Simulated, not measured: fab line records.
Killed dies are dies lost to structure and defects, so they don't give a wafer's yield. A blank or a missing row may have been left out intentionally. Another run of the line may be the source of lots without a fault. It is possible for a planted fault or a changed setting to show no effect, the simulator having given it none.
Matching of chambers :: flow nand harc :: 3 sister chambers for NHARC_P_M0_PRE_CLEAN_31 on pecvd-02
The step time 12 s. 16 wafers are shown with their chamber, then 8 later ones without.

## EACH WAFER AND ITS CHAMBER
wafer: L074.4
chamber: 0
heater power w (W): 569

wafer: L074.5
chamber: 2
heater power w (W): 694

wafer: L074.6
chamber: 1
heater power w (W): 617

wafer: L079.1
chamber: 2
heater power w (W): 659

wafer: L079.2
chamber: 1
heater power w (W): 613

wafer: L079.6
chamber: 1
heater power w (W): 620

wafer: L088.1
chamber: 1
heater power w (W): 658

wafer: L088.2
chamber: 2
heater power w (W): 752

wafer: L088.3
chamber: 0
heater power w (W): 572

wafer: L088.4
chamber: 2
heater power w (W): 751

wafer: L088.5
chamber: 0
heater power w (W): 556

wafer: L088.6
chamber: 1
heater power w (W): 655

wafer: L086.1
chamber: 2
heater power w (W): 726

wafer: L086.2
chamber: 0
heater power w (W): 669

wafer: L086.3
chamber: 1
heater power w (W): 644

wafer: L086.4
chamber: 1
heater power w (W): 624

SIGNATURES, as means of the wafers listed above
reading: heater power w
chamber 0: 591.50
chamber 1: 633.00
chamber 2: 716.40
scatter within a chamber: 35.8
Rule: for a wafer and a chamber, the distance is found by dividing, reading by reading, the gap between the wafer's reading and the chamber's mean by the reading's scatter, squaring, summing and taking the root. If the next closest chamber is less than 2 further off than the closest, the wafer can't be placed; otherwise it belongs to the closest. The scatter is the square root of a quotient: the sum, over the shown wafers, of each reading's squared deviation from its chamber's mean, divided by wafers minus chambers.

## WAFERS WITH NO CHAMBER GIVEN
wafer: L086.5
heater power w (W): 716

wafer: L086.6
heater power w (W): 645

wafer: L093.1
heater power w (W): 645

wafer: L093.2
heater power w (W): 607

wafer: L093.3
heater power w (W): 618

wafer: L092.2
heater power w (W): 580

wafer: L092.3
heater power w (W): 755

wafer: L092.6
heater power w (W): 591

## WHICH CHAMBER EACH WENT THROUGH
wafer: L086.5
from the rows above: 2
in truth: 2

wafer: L086.6
from the rows above: can't be placed: 1 or 0 or 2
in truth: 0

wafer: L093.1
from the rows above: can't be placed: 1 or 0 or 2
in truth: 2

wafer: L093.2
from the rows above: can't be placed: 0 or 1
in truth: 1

wafer: L093.3
from the rows above: can't be placed: 1 or 0
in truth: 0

wafer: L092.2
from the rows above: can't be placed: 0 or 1
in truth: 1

wafer: L092.3
from the rows above: 2
in truth: 2

wafer: L092.6
from the rows above: can't be placed: 0 or 1
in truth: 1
2 of 8 placed correctly. Cannot be placed on the basis of these rows: 6; the candidates contain the true chamber in 6. Placed wrongly: 0.
